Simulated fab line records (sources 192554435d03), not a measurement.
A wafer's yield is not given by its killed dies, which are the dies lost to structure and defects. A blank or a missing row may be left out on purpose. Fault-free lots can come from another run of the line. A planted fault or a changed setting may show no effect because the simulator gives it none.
Lot-split experiment :: flow n5Finfet :: 7 lots, 21 wafers read, on a route of 1938 steps

ON THE SPLIT
At N5_BEOL_M7_DESCUM_33 (chemistry O2, time 7 s), the setting timeS was moved away from the recipe's 7 s on 6 of the 21 wafers read, by -8.6% to +22.3%. The other wafers ran this setting at the recipe's value.

THE PATH FROM SPLIT TO READING: the file shows 1 step between them
- N5_BEOL_M7_ETCH_72: etches underlayer in N2/H2, target depth 6.5 nm, time 5.2 s

THE READING
CAR-EUV_of_BEOL_M7_COAT_22.thkNm (the simulator's own value, which no gauge read), in nm, at N5_BEOL_M7_ETCH_65 (etches SiARC in CF4, target depth 15.6 nm, time 26 s). The file does not state a usual value for it. Across the 15 wafers here that went through the recipe, the average is 11.1 nm and the standard deviation 0.1 nm.

wafer: L074.1
tool, chamber at the split: rieDiel-01, 3
timeS as run, s: 7
against the recipe: recipe
CAR-EUV_of_BEOL_M7_COAT_22.thkNm, nm: 11
against lot-mates on the recipe: -

wafer: L074.3
tool, chamber at the split: rieDiel-01, 0,3
timeS as run, s: 7
against the recipe: recipe
CAR-EUV_of_BEOL_M7_COAT_22.thkNm, nm: 11
against lot-mates on the recipe: -

wafer: L074.5
tool, chamber at the split: rieDiel-01, 0,3
timeS as run, s: 7
against the recipe: recipe
CAR-EUV_of_BEOL_M7_COAT_22.thkNm, nm: 11.2
against lot-mates on the recipe: -

wafer: L078.1
tool, chamber at the split: rieDiel-06, 2
timeS as run, s: 7
against the recipe: recipe
CAR-EUV_of_BEOL_M7_COAT_22.thkNm, nm: 11.2
against lot-mates on the recipe: -

wafer: L078.5
tool, chamber at the split: rieDiel-06, 2
timeS as run, s: 7
against the recipe: recipe
CAR-EUV_of_BEOL_M7_COAT_22.thkNm, nm: 11.2
against lot-mates on the recipe: -

wafer: L078.2
tool, chamber at the split: rieDiel-06, 0
timeS as run, s: 7.678
against the recipe: +9.7%
CAR-EUV_of_BEOL_M7_COAT_22.thkNm, nm: 11
against lot-mates on the recipe: -0.2

wafer: L080.1
tool, chamber at the split: rieDiel-01, 1,0
timeS as run, s: 7.543
against the recipe: +7.8%
CAR-EUV_of_BEOL_M7_COAT_22.thkNm, nm: 10.8
against lot-mates on the recipe: -0.4

wafer: L080.4
tool, chamber at the split: rieDiel-01, 1,0
timeS as run, s: 7.543
against the recipe: +7.8%
CAR-EUV_of_BEOL_M7_COAT_22.thkNm, nm: 10.8
against lot-mates on the recipe: -0.4

wafer: L080.3
tool, chamber at the split: rieDiel-01, 3
timeS as run, s: 7
against the recipe: recipe
CAR-EUV_of_BEOL_M7_COAT_22.thkNm, nm: 11.2
against lot-mates on the recipe: -

wafer: L086.1
tool, chamber at the split: rieDiel-06, 3,1
timeS as run, s: 7
against the recipe: recipe
CAR-EUV_of_BEOL_M7_COAT_22.thkNm, nm: 11
against lot-mates on the recipe: -

wafer: L086.4
tool, chamber at the split: rieDiel-06, 3,1
timeS as run, s: 7
against the recipe: recipe
CAR-EUV_of_BEOL_M7_COAT_22.thkNm, nm: 11
against lot-mates on the recipe: -

wafer: L086.3
tool, chamber at the split: rieDiel-06, 2
timeS as run, s: 6.4
against the recipe: -8.6%
CAR-EUV_of_BEOL_M7_COAT_22.thkNm, nm: 11.2
against lot-mates on the recipe: +0.2

wafer: L088.1
tool, chamber at the split: rieDiel-06, 1,2
timeS as run, s: 7
against the recipe: recipe
CAR-EUV_of_BEOL_M7_COAT_22.thkNm, nm: 11
against lot-mates on the recipe: -

wafer: L088.2
tool, chamber at the split: rieDiel-06, 1,2
timeS as run, s: 7
against the recipe: recipe
CAR-EUV_of_BEOL_M7_COAT_22.thkNm, nm: 11.2
against lot-mates on the recipe: -

wafer: L088.3
tool, chamber at the split: rieDiel-06, 0
timeS as run, s: 8.441
against the recipe: +20.6%
CAR-EUV_of_BEOL_M7_COAT_22.thkNm, nm: 10.4
against lot-mates on the recipe: -0.7

wafer: L087.1
tool, chamber at the split: rieDiel-01, 0,2
timeS as run, s: 7
against the recipe: recipe
CAR-EUV_of_BEOL_M7_COAT_22.thkNm, nm: 11
against lot-mates on the recipe: -

wafer: L087.2
tool, chamber at the split: rieDiel-01, 0,2
timeS as run, s: 7
against the recipe: recipe
CAR-EUV_of_BEOL_M7_COAT_22.thkNm, nm: 11
against lot-mates on the recipe: -

wafer: L087.3
tool, chamber at the split: rieDiel-01, 2
timeS as run, s: 7
against the recipe: recipe
CAR-EUV_of_BEOL_M7_COAT_22.thkNm, nm: 11.2
against lot-mates on the recipe: -

wafer: L096.2
tool, chamber at the split: rieDiel-03, 2,3
timeS as run, s: 7
against the recipe: recipe
CAR-EUV_of_BEOL_M7_COAT_22.thkNm, nm: 11.2
against lot-mates on the recipe: -

wafer: L096.6
tool, chamber at the split: rieDiel-03, 2,3
timeS as run, s: 7
against the recipe: recipe
CAR-EUV_of_BEOL_M7_COAT_22.thkNm, nm: 11.2
against lot-mates on the recipe: -

wafer: L096.3
tool, chamber at the split: rieDiel-03, 1
timeS as run, s: 8.563
against the recipe: +22.3%
CAR-EUV_of_BEOL_M7_COAT_22.thkNm, nm: 10.6
against lot-mates on the recipe: -0.6
Rows listing several chambers each stand for several wafers; the file does not say which wafer went through which chamber.

THE FIT
A straight line over all 21 wafers: CAR-EUV_of_BEOL_M7_COAT_22.thkNm changes by -0.0262 nm for each +1% of timeS; r = -0.86; the points scatter about the line by 0.11 nm.
The same after taking each lot's own level away (the mean of its wafers on the recipe; 21 wafers): -0.0305 nm for each +1%; r = -0.93; scatter 0.088 nm.
The reading moves by 0.68 nm for the largest change in timeS, on that fit.
Across the lots, their own levels run from 11.00 to 11.20 nm, a range of 2.0 times the standard deviation given above.
In other words, the slope is changed by the lot-to-lot level; the two fits disagree.
Check: -0.76 nm against its lot-mates is what the line predicts for one of the wafers moved furthest among these (+22.3%) when that wafer is left out of the fit. Against them it came out at -0.6 nm.

THESE WAFERS: OTHER SPLITS
Note: prior to the reading, these wafers also went through further splits. Each is held against what the fit with the lots' levels taken away leaves over:
other split on the same wafers: N5_BEOL_M7_EXPOSE_08 doseMj
wafers away from the commonest value: 5
r with CAR-EUV_of_BEOL_M7_COAT_22.thkNm (lot level and that fit taken away): +0.19

THE WHOLE CHAIN: every reading that the file lists as answering this split, in the file's order
step: N5_BEOL_M7_DESCUM_33
what it does: chemistry O2, time 7 s
reading: CAR-EUV_of_BEOL_M7_COAT_22.thkNm (the simulator's own value, which no gauge read)
change (the file's fit): -0.0283 nm for each +1% of the setting
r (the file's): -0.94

step: N5_BEOL_M7_ETCH_72
what it does: etches underlayer in N2/H2, target depth 6.5 nm, time 5.2 s
reading: CAR-EUV_of_BEOL_M7_COAT_22.thkNm (the simulator's own value, which no gauge read)
change (the file's fit): -0.0327 nm for each +1% of the setting
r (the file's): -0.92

step: N5_BEOL_M7_ETCH_65
what it does: etches SiARC in CF4, target depth 15.6 nm, time 26 s
reading: CAR-EUV_of_BEOL_M7_COAT_22.thkNm (the simulator's own value, which no gauge read)
change (the file's fit): -0.0301 nm for each +1% of the setting
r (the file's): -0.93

THE FILE'S OWN FIT
CAR-EUV_of_BEOL_M7_COAT_22.thkNm changes by -0.0301 nm for each +1% of timeS, r = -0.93.
